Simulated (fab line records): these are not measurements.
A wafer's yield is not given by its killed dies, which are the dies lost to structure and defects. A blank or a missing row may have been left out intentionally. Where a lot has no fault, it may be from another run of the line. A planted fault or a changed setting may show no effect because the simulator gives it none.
fab line records	flow n5-finfet
[record] lots = 5	wafers = 12	last-day = 17
route steps=1938 shown BEOL_M2@848 BEOL_M4@1111 PASSIVATION@1936
lots that met no fault: from a run of the same line without faults
start-h: start of the lot's first displayed wafer, in hours after the record's first day	wait-h: how many hours have passed since the lot's step before this one	" the same as in the row above	L1.1+2: a single row standing in for several wafers	- no value present, or no start provided	* or withheld: withheld	< > ~ a bound
route shown NAME@n: a module of which the file shows steps, and the number in the route of the first	usual: mean/standard deviation taken from wafers without a fault	same: alike in all rows	chamber/n: place in a boat	sites: the reading at each site	_std_site: how widely they spread, as a standard deviation	_edge_site: mean of outer sites minus mean of inner sites	radius-mm: how far each site lies from the wafer's centre	mask NAME#n: copy n	behind: the tool/chamber that last shaped the wafer	hold: the reason the lot was held/the length of the hold in hours/how it ended	device: transistor that didn't switch, given as n, p or np	end of line: at the end of the route, the tests of the same wafers	where a step has no rows: the recipe by itself	killed: not the wafer's yield, but the dies lost to structure and defects at the first sort	map: shows each die of a wafer: x if killed, . if not, _ if none is there
set.NAME: the setting as run; set.NAME@STEP: as run at that earlier step	model.NAME: the simulator's own value behind a step, which no gauge read
lots at selected steps of the route; one table per step, one row per wafer
services: from which hour (start-h, from the record's first day; less than 0 if before it) a tool's chamber was out of use, for how many hours, and why
[[steps]]
[step N5_BEOL_M2_COAT_05]
[recipe] resist = CAR-EUV	spin-rpm = 1500	resist-thk-nm = 30
[step N5_BEOL_M2_EBR_07]
[recipe] solvent = PGMEA	ebr-width-mm = 1.5
[step N5_BEOL_M2_SOFTBAKE_06]
[recipe] temp-c = 110	time-s = 60	resist = CAR-EUV
[step N5_BEOL_M2_EXPOSE_08]
[recipe] mask-id = M2	na = 0.33	source-shape = dipole	sigma-inner = 0.369	sigma-outer = 0.767	polarization = unpolarized	dose-mj = 41.25
[step N5_BEOL_M2_PEB_09]
[recipe] peb-temp-c = 100	peb-time-s = 60	resist = CAR-EUV
[step N5_BEOL_M2_DEVELOP_10]
[recipe] develop-time-s = 30	developer = TMAH	resist = CAR-EUV	rinse-liquid = surfactant-rinse	dry = air-spin	dev-temp-c = 23
[step N5_BEOL_M2_CD_MEAS_11]
[recipe] target-cd-nm = 16.79	landing-energy-ev = 500	detector = se-inlens	polarity = opening
[usual] cd-nm = 16.71/0.24
lot.wafer	tool	chamber	start-h	wait-h	cd-nm
L177.2	cd-sem-02	0	180.46	-	16.89
L177.6	"	0	"	"	16.32
L181.1	cd-sem-03	0	211.48	-	16.57
L181.2	"	0	"	"	17.03
L184.2	cd-sem-03	0	227.48	-	16.93
L184.6	"	0	"	"	16.78
L187.1	cd-sem-01	0	243.83	-	17.05
L187.5	"	0	"	"	16.79
L187.6	"	0	"	"	16.88
L191.1	cd-sem-01	0	270.89	-	16.93
L191.3	"	0	"	"	16.73
L191.5	"	0	"	"	16.62
[step N5_BEOL_M2_OVL_MEAS_12]
[recipe] points-per-wafer = 522
[usual] M2_OVL = -0.1/0.53
lot.wafer	tool	chamber	start-h	wait-h	M2_OVL[nm]
L177.2	overlay-02	0	180.49	0.0	-1.0
L177.6	"	0	"	"	-0.5
L181.1	overlay-02	0	211.51	0.0	0.3
L181.2	"	0	"	"	-0.4
L184.2	overlay-01	0	227.52	0.0	1.3
L184.6	"	0	"	"	1.3
L187.1	overlay-02	0	243.86	0.0	0.5
L187.5	"	0	"	"	0.1
L187.6	"	0	"	"	0.6
L191.1	overlay-02	0	270.92	0.0	0.7
L191.3	"	0	"	"	0.4
L191.5	"	0	"	"	-0.1
[step N5_BEOL_M2_INSPECT_13]
[recipe] mode = adi	inspect-instrument = brightfield
[usual] raw-defect-count = 393/100
lot.wafer	tool	chamber	start-h	wait-h	raw-defect-count
L177.2	defect-inspect-01	-	180.55	0.0	501
L177.6	"	-	"	"	404
L181.1	defect-inspect-01	-	211.57	0.1	390
L181.2	"	-	"	"	532
L184.2	defect-inspect-02	-	227.57	0.0	245
L184.6	"	-	"	"	303
L187.1	defect-inspect-02	-	243.92	0.1	552
L187.5	"	-	"	"	382
L187.6	"	-	"	"	453
L191.1	defect-inspect-01	-	270.98	0.1	265
L191.3	"	-	"	"	263
L191.5	"	-	"	"	247
[step N5_BEOL_M2_DESCUM_16]
[recipe] chemistry = O2	time-s = 7	source-power-w = 50	bias-power-w = 20	pressure-mtorr = 20	rf-frequency-hz = 2.712e+07	temp-c = 40	resist = CAR-EUV	o2-flow-sccm = 225
[usual] drypump-motor-current-A = 5.7/0.52	oes-product-au = 0.83/0.083	rf-vpp-V = 242.7/0.98	showerhead-plenum-p-Torr = 2.07/0.043	temp-c = 40.00/0.11	throttle-valve-pct = 20.45/0.26
lot.wafer	tool	chamber	start-h	wait-h	drypump-motor-current-A	oes-product-au	rf-hours-counter-h	rf-vpp-V	showerhead-plenum-p-Torr	temp-c	throttle-valve-pct
L177.2	rie-diel-04	0	180.58	0.0	6.0	0.79	125	242.0	2.00	40.02	20.28
L177.6	"	2	"	"	5.3	0.93	-	243.9	2.07	39.93	20.24
L181.1	rie-diel-05	2	211.60	0.0	6.7	0.72	195	244.4	2.06	39.97	20.84
L181.2	"	0	"	"	5.1	0.85	74	241.7	2.03	40.10	20.32
L184.2	rie-diel-05	2	227.60	0.0	6.7	0.72	201	244.1	2.05	40.19	20.86
L184.6	"	0	"	"	5.1	0.85	-	242.6	2.02	39.92	20.33
L187.1	rie-diel-04	1	243.95	0.0	5.4	0.83	75	243.4	2.13	39.83	20.48
L187.5	"	0	"	"	5.9	0.76	-	241.4	2.00	40.17	20.32
L187.6	"	3	"	"	6.1	0.89	-	242.3	2.04	40.13	20.24
L191.1	rie-diel-04	1	271.01	0.0	5.4	0.83	88	242.0	2.13	39.90	20.51
L191.3	"	2	"	"	5.4	0.88	44	243.5	2.06	40.07	20.28
L191.5	"	2	"	"	5.4	0.88	-	242.0	2.06	40.15	20.28
[step N5_BEOL_M2_ETCH_74]
[recipe] chemistry = N2/H2	target = underlayer	target-depth-a = 65	mask-material = CAR-EUV	time-s = 5.2	ion-energy-ev = 200	pressure-mtorr = 30	source-w = 840	bias-w = 150	n2-flow-sccm = 200	h2-flow-sccm = 200	ends = cleared
[usual] drypump-motor-current-A = 5.7/0.52	etch-rf-on-time-s = 5.25/0.15	oes-product-au = 0.70/0.071	rf-vpp-V = 522.8/1.8	showerhead-plenum-p-Torr = 2.51/0.058	throttle-valve-pct = 17.9/0.35
lot.wafer	tool	chamber	start-h	wait-h	drypump-motor-current-A	etch-rf-on-time-s	oes-product-au	rf-hours-counter-h	rf-vpp-V	showerhead-plenum-p-Torr	throttle-valve-pct
L177.2	rie-diel-04	0	180.62	0.0	5.9	5.43	0.64	125	521.6	2.47	18.0
L177.6	"	2	"	"	5.4	5.17	0.79	-	522.7	2.52	17.7
L181.1	rie-diel-05	2	211.64	0.0	6.7	5.58	0.59	195	522.4	2.54	18.6
L181.2	"	0	"	"	5.1	5.14	0.73	74	520.9	2.47	17.8
L184.2	rie-diel-05	2	227.64	0.0	6.7	5.53	0.59	201	523.3	2.54	18.7
L184.6	"	0	"	"	5.1	5.05	0.72	-	522.6	2.46	17.8
L187.1	rie-diel-04	1	243.99	0.0	5.5	5.23	0.70	75	525.5	2.59	17.9
L187.5	"	0	"	"	6.0	5.42	0.64	-	523.4	2.46	18.0
L187.6	"	3	"	"	6.0	5.05	0.78	-	522.0	2.47	17.5
L191.1	rie-diel-04	1	271.05	0.0	5.4	5.14	0.70	88	524.9	2.58	17.9
L191.3	"	2	"	"	5.4	5.16	0.76	44	520.8	2.51	17.8
L191.5	"	2	"	"	5.3	5.15	0.75	-	522.4	2.51	17.8
[step N5_BEOL_M2_ETCH_63]
[recipe] chemistry = CF4	target = SiARC	target-depth-a = 156	mask-material = CAR-EUV	time-s = 26	ion-energy-ev = 80	pressure-mtorr = 40	source-w = 545	bias-w = 36	Ar_flow_sccm = 100	cf4-flow-sccm = 100	ends = cleared
[usual] drypump-motor-current-A = 5.7/0.52	etch-rf-on-time-s = 26.2/0.76	oes-product-au = 0.70/0.072	rf-vpp-V = 183.8/0.89	showerhead-plenum-p-Torr = 2.12/0.044	throttle-valve-pct = 15.62/0.24
lot.wafer	tool	chamber	start-h	wait-h	drypump-motor-current-A	etch-rf-on-time-s	oes-product-au	rf-hours-counter-h	rf-vpp-V	showerhead-plenum-p-Torr	throttle-valve-pct
L177.2	rie-diel-04	0	180.63	0.0	5.9	26.6	0.66	125	182.2	2.06	15.52
L177.6	"	2	"	"	5.4	25.9	0.79	-	182.8	2.09	15.27
L181.1	rie-diel-05	2	211.66	0.0	6.7	27.8	0.59	195	183.8	2.11	16.05
L181.2	"	0	"	"	5.1	25.4	0.72	74	183.1	2.10	15.51
L184.2	rie-diel-05	2	227.65	0.0	6.7	27.6	0.59	201	183.6	2.11	16.06
L184.6	"	0	"	"	5.1	25.0	0.72	-	184.2	2.10	15.53
L187.1	rie-diel-04	1	244.01	0.0	5.4	25.6	0.71	75	184.3	2.17	15.64
L187.5	"	0	"	"	5.9	26.4	0.65	-	184.5	2.05	15.57
L187.6	"	3	"	"	6.0	25.1	0.77	-	183.7	2.10	15.37
L191.1	rie-diel-04	1	271.07	0.0	5.4	25.3	0.70	88	184.1	2.16	15.67
L191.3	"	2	"	"	5.3	25.9	0.75	44	181.9	2.08	15.31
L191.5	"	2	"	"	5.4	26.1	0.75	-	183.0	2.08	15.32
[step N5_BEOL_M2_ETCH_64]
[recipe] chemistry = N2/H2	target = SOC	target-depth-a = 750	overetch-a = 225	mask-material = SiARC	temp-c = 40	time-s = 121.9	ion-energy-ev = 200	pressure-mtorr = 30	source-w = 840	bias-w = 150	n2-flow-sccm = 200	h2-flow-sccm = 200
[usual] drypump-motor-current-A = 5.7/0.52	oes-product-au = 0.63/0.057	rf-vpp-V = 522.9/1.6	showerhead-plenum-p-Torr = 2.51/0.058	temp-c = 40.01/0.12	throttle-valve-pct = 17.9/0.35
lot.wafer	tool	chamber	start-h	wait-h	drypump-motor-current-A	oes-product-au	rf-hours-counter-h	rf-vpp-V	showerhead-plenum-p-Torr	temp-c	throttle-valve-pct	model.SiARC_of_BEOL_M2_COAT_62.thk-nm
L177.2	rie-diel-04	0	180.66	0.0	6.0	0.59	125	521.0	2.47	40.08	18.0	6.8
L177.6	"	2	"	"	5.4	0.70	-	520.8	2.52	40.06	17.7	6.2
L181.1	rie-diel-05	2	211.68	0.0	6.7	0.55	195	522.9	2.54	39.97	18.6	7
L181.2	"	0	"	"	5.1	0.63	74	522.6	2.47	40.11	17.7	6.2
L184.2	rie-diel-05	2	227.68	0.0	6.7	0.54	201	522.7	2.54	39.95	18.6	6.8
L184.6	"	0	"	"	5.1	0.63	-	521.0	2.46	40.11	17.8	7
L187.1	rie-diel-04	1	244.03	0.0	5.4	0.62	75	523.9	2.59	40.18	17.8	6.8
L187.5	"	0	"	"	5.9	0.58	-	521.9	2.46	40.04	18.0	6.8
L187.6	"	3	"	"	6.0	0.67	-	522.2	2.47	39.99	17.5	6
L191.1	rie-diel-04	1	271.09	0.0	5.4	0.62	88	525.0	2.58	40.19	17.9	6.6
L191.3	"	2	"	"	5.4	0.66	44	522.7	2.51	40.14	17.7	6.2
L191.5	"	2	"	"	5.4	0.66	-	522.0	2.51	39.87	17.7	6
[step N5_BEOL_M2_STRIP_65]
[recipe] chemistry = N2/H2	temp-c = 40	n2-flow-sccm = 200	h2-flow-sccm = 200	rf-frequency-hz = 6e+07
[step N5_BEOL_M4_RC_MEAS_101]
[usual] DIBL_N = 36.0/1.9	DIBL_P = 35.6/2.4	IOFF_N = 0.16/0.036	IOFF_P = 0.21/0.04	ION_N = 673/14	ION_P = 460/8.9	SS_N = 71.5/0.67	SS_P = 73.2/0.73	VT_N = 249/3.6	VT_P = -250/3.7
lot.wafer	tool	chamber	start-h	wait-h	DIBL_N[mV/V]	DIBL_P[mV/V]	IOFF_N[nA/um]	IOFF_P[nA/um]	ION_N[uA/um]	ION_P[uA/um]	SS_N[mV/dec]	SS_P[mV/dec]	VT_N[mV]	VT_P[mV]
L177.2	prober-01	0	218.58	0.2	35.6	34.3	0.15	0.20	684	475	71.3	73.2	248	-247
L177.6	"	0	"	"	36.9	34.6	0.17	0.21	656	452	72.3	73.4	250	-250
L181.1	prober-01	0	246.12	0.0	33.9	32.7	0.12	0.17	657	450	70.6	71.4	254	-252
L181.2	"	0	"	"	36.7	36.8	0.18	0.22	688	464	71.3	72.5	247	-249
L184.2	prober-02	0	263.46	0.2	38.3	37.8	0.20	0.26	700	477	71.8	73.7	246	-246
L184.6	"	0	"	"	34.2	32.0	0.12	0.16	663	458	71.1	72.7	254	-253
L187.1	prober-02	0	276.05	0.0	36.6	35.9	0.16	0.20	647	445	72.7	73.7	253	-256
L187.5	"	0	"	"	34.3	35.3	0.13	0.18	679	460	70.9	72.6	252	-252
L187.6	"	0	"	"	34.0	33.4	0.13	0.17	678	466	71.1	72.8	252	-253
L191.1	prober-02	0	310.68	0.0	34.0	34.4	0.13	0.17	649	448	71.5	72.5	251	-253
L191.3	"	0	"	"	36.0	36.3	0.16	0.20	671	458	72.0	73.4	252	-252
L191.5	"	0	"	"	36.9	38.4	0.19	0.22	675	455	72.1	73.6	245	-251
[step N5_PASSIVATION_PROBE_49]
[usual] defect-limited-yield = 91.2/1.4	killed_at_M0_to_M3 = 32/9.3	killed_at_M4_up = 14/4.9	killed-at-contacts = 15/7.5	killed-at-front-end = 40/11	killed-at-other = 4/3.3	killed-dies = 104/17	killed-on-rim = 13/4.2	killed-open = 68/14	killed-short = 33/7.9	sort_bin_5_function = 5.2/0.99	sort_bin_6_memory = 3.2/0.65	sort-n-pass = 1076/17	sort-yield-pct = 91.1/1.5
[same] gross-dies = 1180	killed-at-back-side = 0	sort_bin_4_leakage[%] = 0	sort_bin_8_speed[%] = 0
lot.wafer	tool	chamber	start-h	wait-h	defect-limited-yield[%]	killed_at_M0_to_M3	killed_at_M4_up	killed-at-contacts	killed-at-front-end	killed-at-other	killed-dies	killed-on-rim	killed-open	killed-short	sort_bin_5_function[%]	sort_bin_6_memory[%]	sort-n-pass	sort-yield-pct[%]
L177.2	prober-02	-	312.20	0.1	89.7	41	19	12	39	11	122	17	67	52	6.7	3.2	1058	89.7
L177.6	prober-02	-	312.40	0.3	87.5	50	14	14	60	10	148	20	100	47	8.0	4.3	1032	87.5
L181.1	prober-02	-	346.06	0.0	89.2	27	16	20	54	10	127	17	83	41	6.3	3.9	1053	89.2
L181.2	prober-02	-	346.11	0.1	89.0	49	12	30	33	6	130	16	97	32	6.0	4.6	1050	89.0
L184.6	prober-02	-	363.50	0.3	91.4	30	5	20	36	11	102	16	49	45	5.2	3.0	1078	91.4
L187.1	prober-02	-	374.93	0.0	91.6	22	9	6	53	9	99	8	61	25	4.0	3.2	1081	91.6
L187.5	prober-02	-	375.13	0.2	91.9	29	8	8	48	3	96	10	68	27	4.5	3.3	1084	91.9
L187.6	prober-02	-	375.18	0.3	91.6	20	10	9	59	1	99	17	55	37	4.2	3.1	1081	91.6
// killed by level:class
L177.2 BEOL_M2:geometric-particle:open=12 GATE_CUT:geometric-particle:short=11 MOL_CONTACT_COAG:geometric-particle:open=11 BEOL_M0_SAQP:geometric-particle:open=9 BEOL_M3:geometric-particle:short=9 FIN_SAQP:geometric-particle:short=8 BEOL_M0_SAQP:geometric-particle:short=6 FIN_SAQP:geometric-particle:open=5
L177.6 BEOL_M0_SAQP:geometric-particle:open=16 MOL_CONTACT_COAG:geometric-particle:open=13 BEOL_M0_SAQP:geometric-particle:short=12 FIN_SAQP:geometric-particle:open=10 FIN_SAQP:geometric-particle:short=10 BEOL_M1:geometric-particle:open=9 BEOL_M4:geometric-particle:open=9 DUMMY_GATE:geometric-particle:open=8
L181.1 MOL_CONTACT_COAG:geometric-particle:open=16 FIN_SAQP:geometric-particle:open=10 STI_FIN_REVEAL:geometric-particle:open=10 BEOL_M4:geometric-particle:open=10 GATE_CUT:geometric-particle:short=9 STI_FIN_REVEAL:geometric-particle:short=7 BEOL_M0_SAQP:geometric-particle:open=6 BEOL_M2:geometric-particle:open=5
L181.2 MOL_CONTACT_COAG:geometric-particle:open=26 STI_FIN_REVEAL:geometric-particle:open=17 BEOL_M0_SAQP:geometric-particle:open=14 BEOL_M0:geometric-particle:open=8 BEOL_M0_SAQP:geometric-particle:short=7 GATE_CUT:geometric-particle:open=5 BEOL_M2:geometric-particle:short=5 BEOL_M3:geometric-particle:open=5
L184.6 MOL_CONTACT_COAG:geometric-particle:open=13 FIN_SAQP:geometric-particle:short=9 MOL_CONTACT_COAG:geometric-particle:short=7 BEOL_M0_SAQP:geometric-particle:short=7 BEOL_M2:geometric-particle:open=7 PASSIVATION:area-etch=6 FIN_SAQP:geometric-particle:open=5 STI_FIN_REVEAL:geometric-particle:short=5
L187.1 FIN_SAQP:geometric-particle:open=11 STI_FIN_REVEAL:geometric-particle:open=7 PASSIVATION:area-etch=7 BEOL_M0_SAQP:geometric-particle:open=6 ILD0:geometric-particle:open=5 BEOL_M0_SAQP:geometric-particle:short=5 MOL_CONTACT_COAG:geometric-particle:open=5 BEOL_M3:geometric-particle:open=5
L187.5 FIN_SAQP:geometric-particle:open=14 FIN_SAQP:geometric-particle:short=9 MOL_CONTACT_COAG:geometric-particle:open=8 BEOL_M1:geometric-particle:open=7 ILD0:geometric-particle:open=7 STI_FIN_REVEAL:geometric-particle:open=6 BEOL_M3:geometric-particle:open=6 BEOL_M2:geometric-particle:open=5
L187.6 FIN_SAQP:geometric-particle:short=13 FIN_SAQP:geometric-particle:open=10 STI_FIN_REVEAL:geometric-particle:open=7 HKMG_FIN:area-etch=7 MOL_CONTACT_COAG:geometric-particle:open=6 BEOL_M4:geometric-particle:open=6 DUMMY_GATE:geometric-particle:short=5 GATE_CUT:geometric-particle:open=4
[[services]]
tool	chamber	start-h	hours	kind
rie-diel-04	2	172.28	4.3	repair
rie-diel-05	0	185.05	3.2	repair
rie-diel-04	-	190.71	1.6	repair
rie-diel-05	1	230.89	5.4	repair
rie-diel-04	2	242.38	12.5	repair
[[key]]
first-sign none at tools or gauges
[model-effect] step = N5_BEOL_M2_ETCH_64	value = SiARC_of_BEOL_M2_COAT_62.thk-nm	without = 6	struck = 7
met-at N5_BEOL_M2_ETCH_64
struck-wafers L184.6
onset-between 211.68 227.68
[fault] kind = process-parameter-drift	tool = rie-diel-05	chamber = -	onset-h = 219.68	steps = N5_BEOL_M2_ETCH_64	channel = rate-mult	offset = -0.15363	shape = step	end-h = 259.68	scope = struck-wafers-only
